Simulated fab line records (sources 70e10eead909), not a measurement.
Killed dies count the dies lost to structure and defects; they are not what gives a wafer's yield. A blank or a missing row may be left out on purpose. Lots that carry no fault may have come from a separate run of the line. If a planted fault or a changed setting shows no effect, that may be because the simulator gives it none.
8D (eight disciplines) problem report, filled in by code    flow nand_harc    the parts of the form that need people (team, actions taken, sign-off) are left out

== 1. THE PROBLEM ==
At NHARC_END_SORT_01, killed_at_array averages 106 over 6 wafers from 2 lots, while fault-free wafers read 27, standard deviation 11. That puts it +7.2 standard deviations away from the usual mean.
First seen on wafer L299.2, day 21 10:34, on prober-02. At this step, 15 wafers from 5 lots have a number in the record. By rule, "out" or "out of limits" means more than 4 standard deviations away from the usual mean. The other wafers with a number count as sound.

== 2. WHAT THIS IS AND IS NOT ==
question                     is                            is not
which readings at this step  killed_at_array, killed_dies  killed_at_periphery, killed_open, killed_short
which lots                   L299, L302                    L294, L310, L312
which wafers of those lots   all that have a number        -
read on which gauges         prober-01, prober-02          -
when                         from day 21 10:34             up to then (3 sound wafers); but 6 sound wafers of L310, L312 came after

== 3. WHAT RULES OUT EACH SUSPECT ==
Counting: a tool at a process step up to the reading stays a suspect if it ran every lot that is out and no sound lot after the first of them.
- the gauge at NHARC_END_SORT_01 has been ruled out. Those wafers that are out were read across 2 gauges (prober-01, prober-02).
- har_cap_etch-03 at NHARC_A_CONTACT_ETCH_128 (etches the open film in C4F8/O2/Ar, time 155 s, target depth 956 nm): kept. Every lot that is out went through it, starting with L299 (day 19 02:50), and after that it ran no sound lot; the last sound lot it ran before then is L294 (day 17 00:02).
- har_cap_etch-03 at NHARC_A_CONTACT_ETCH_130 (etches the open film in C4F8/O2/Ar, time 155 s, target depth 956 nm): kept. Every lot that is out went through it, starting with L299 (day 19 03:07), and after that it ran no sound lot; the last sound lot it ran before then is L294 (day 17 00:19).
- rie_diel-01 at NHARC_A_CONTACT_ETCH_91 (etches the open film in CH3F/O2, target depth 40 nm, time 85.7 s): kept. It ran every lot that is out, first L299 (day 19 04:05), and no sound lot after that.
- rie_diel-01 at NHARC_A_CONTACT_ETCH_97 (etches the open film in C4F6/O2, target depth 20 nm, time 10 s): kept. It ran every lot that is out, first L299 (day 19 04:19), and no sound lot after that. NHARC_A_CONTACT_ETCH_97: start missing for some lots; hours and lot order therefore follow NHARC_A_CONTACT_CD_MEAS_80.
Left after counting: har_cap_etch-03 at NHARC_A_CONTACT_ETCH_128, har_cap_etch-03 at NHARC_A_CONTACT_ETCH_130, rie_diel-01 at NHARC_A_CONTACT_ETCH_91, rie_diel-01 at NHARC_A_CONTACT_ETCH_97.

== 4. THE CAUSE (what the simulator had put in) ==
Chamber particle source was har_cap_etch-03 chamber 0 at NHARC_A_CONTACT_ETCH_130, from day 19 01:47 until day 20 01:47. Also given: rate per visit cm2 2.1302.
4 suspects survive the count, and this tool is in that group.

== 5. THE CHAIN OF EFFECTS, in route order ==
Each row: a reading whose mean over the struck wafers that have a number lies more than 3 standard deviations from the usual. Scope: only readings with a usual standard deviation given in the record; hours: median across lots of the time from each lot's start at the first step in this table that gives one to its start at this step; sigmas: change in usual standard deviations.
hours  step               reading          usual  on struck wafers  change  sigmas
0      NHARC_END_SORT_01  killed_at_array  27     106               +79     +7.2
0      NHARC_END_SORT_01  killed_dies      30     109               +79     +7.2

== 6. HOW IT WOULD HAVE BEEN CAUGHT EARLIER ==
57 hours passed between the start of the fault at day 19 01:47 and the first reading out of limits at a measuring or inspecting step in this record, taken at day 21 10:34.
Lots out: 2; all had begun NHARC_A_CONTACT_ETCH_130 on har_cap_etch-03 by day 21 10:34. Holding the tool at that point would not have protected any of them.
